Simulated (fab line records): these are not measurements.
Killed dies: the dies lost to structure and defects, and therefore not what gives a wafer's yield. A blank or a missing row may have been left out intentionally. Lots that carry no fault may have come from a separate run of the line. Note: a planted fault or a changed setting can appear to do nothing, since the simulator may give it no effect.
What tool caused it? | flow n5_finfet | 72 wafers from 24 lots sampled at 2 of the route's 1938 steps

== WHAT THE GAUGES SHOWED, per wafer ==
N5_BEOL_M2_CD_MEAS_28: target cd 26.2 nm, target cd y 24.1 nm. Usual: cd_nm reads 26.26 nm (standard deviation 0.23).
lot  | measured     | on        | cd_nm (nm)        | flag
L074 | day 6 13:31  | cd_sem-01 | 26.71 26.68 25.92 |
L075 | day 7 01:46  | cd_sem-03 | 26.08 26.32 26.34 |
L076 | day 7 02:04  | cd_sem-01 | 26.33 26.33 25.87 |
L077 | day 7 04:04  | cd_sem-03 | 26.40 26.21 26.47 |
L078 | day 7 11:15  | cd_sem-02 | 26.30 26.26 26.48 |
L079 | day 7 15:00  | cd_sem-03 | 26.25 26.22 26.32 |
L080 | day 7 18:33  | cd_sem-03 | 26.47 26.14 25.89 |
L081 | day 8 10:29  | cd_sem-03 | 26.03 26.15 26.06 |
L082 | day 8 20:49  | cd_sem-03 | 26.09 26.54 26.08 |
L083 | day 8 22:15  | cd_sem-01 | 26.13 25.97 26.02 |
L084 | day 8 22:29  | cd_sem-02 | 26.31 26.96 26.12 |
L085 | day 9 09:55  | cd_sem-02 | 26.21 26.15 26.84 |
L086 | day 9 19:10  | cd_sem-03 | 26.61 25.98 26.63 |
L088 | day 9 20:38  | cd_sem-01 | 26.17 26.22 26.35 |
L087 | day 9 20:59  | cd_sem-03 | 26.17 26.12 26.24 |
L089 | day 10 07:17 | cd_sem-01 | 26.22 26.32 26.43 |
L090 | day 10 14:21 | cd_sem-02 | 26.34 26.40 26.11 |
L091 | day 10 22:15 | cd_sem-01 | 26.33 25.95 26.52 |
L092 | day 11 06:33 | cd_sem-01 | 26.38 26.14 26.59 |
L093 | day 11 08:28 | cd_sem-02 | 26.25 26.32 26.39 |
L094 | day 11 12:20 | cd_sem-01 | 26.19 26.42 26.16 |
L095 | day 11 20:25 | cd_sem-02 | 26.85 26.92 26.40 |
L096 | day 12 02:18 | cd_sem-03 | 26.07 26.17 26.05 |
L097 | day 12 03:35 | cd_sem-01 | 26.06 26.26 26.17 |

N5_BEOL_M2_OVL_MEAS_29. Usual: V1_OVL 0.0 nm, standard deviation 0.66.
lot  | measured     | on         | V1_OVL (nm)    | flag
L074 | day 6 13:33  | overlay-02 | -0.4 0.5 0.5   |
L075 | day 7 01:47  | overlay-01 | -0.3 -0.8 -0.9 |
L076 | day 7 02:06  | overlay-02 | -1.0 0.0 -1.4  |
L077 | day 7 04:06  | overlay-01 | 0.2 1.0 0.2    |
L078 | day 7 11:17  | overlay-01 | -0.7 -0.5 -1.1 |
L079 | day 7 15:02  | overlay-01 | -0.1 0.0 0.2   |
L080 | day 7 18:35  | overlay-01 | 0.6 0.2 0.7    |
L081 | day 8 10:31  | overlay-01 | 1.5 0.5 2.3    |
L082 | day 8 20:52  | overlay-01 | 0.7 0.7 0.3    |
L083 | day 8 22:17  | overlay-02 | 0.2 0.6 0.7    |
L084 | day 8 22:31  | overlay-01 | 0.2 0.1 -0.4   |
L085 | day 9 09:56  | overlay-02 | -0.2 0.1 -0.7  |
L086 | day 9 19:12  | overlay-02 | 0.7 0.3 -0.3   |
L088 | day 9 20:40  | overlay-02 | 1.1 0.0 1.2    |
L087 | day 9 21:01  | overlay-02 | -0.7 -0.3 0.3  |
L089 | day 10 07:20 | overlay-02 | -0.2 -0.3 -0.4 |
L090 | day 10 14:23 | overlay-02 | 0.2 0.1 0.3    |
L091 | day 10 22:17 | overlay-01 | 0.9 0.2 -0.3   |
L092 | day 11 06:35 | overlay-01 | -0.7 0.6 0.1   |
L093 | day 11 08:31 | overlay-02 | 0.0 0.1 -0.5   |
L094 | day 11 12:23 | overlay-02 | -0.2 0.7 -0.5  |
L095 | day 11 20:26 | overlay-02 | -0.9 0.8 0.6   |
L096 | day 12 02:20 | overlay-01 | 0.3 1.2 0.3    |
L097 | day 12 03:37 | overlay-02 | -1.5 -0.6 -0.7 |

== EACH LOT AND THE TOOL THAT RAN IT (in order: tool; ch and the chambers of the sampled wafers; start) ==
No process step before these readings appears in the record.

== AS READ BY THE TOOLS THEMSELVES (means over the sampled wafers that have a number; for cases with no such wafer, the mark the record gives instead) ==
The record holds no such reading with a usual standard deviation.

== THE ANSWER, worked out from the rows above alone ==
Rule: a lot is off if the mean of its wafers that have a number lies more than 3 standard deviations from the usual mean. Also off: a lot with no number at a reading for which 4 or more lots have one. All remaining lots with rows at the step are treated as sound. Order of review: gauges by route order, followed by the tools' own readings, for which a lot's mean as printed above is used. At the first step where some lot is off, the reading lying furthest off is the one used; lots without a number count as furthest.
Across all readings shown, no lot is off: no conclusion can be drawn from this.

== WHAT THE SIMULATOR HAD INSERTED ==
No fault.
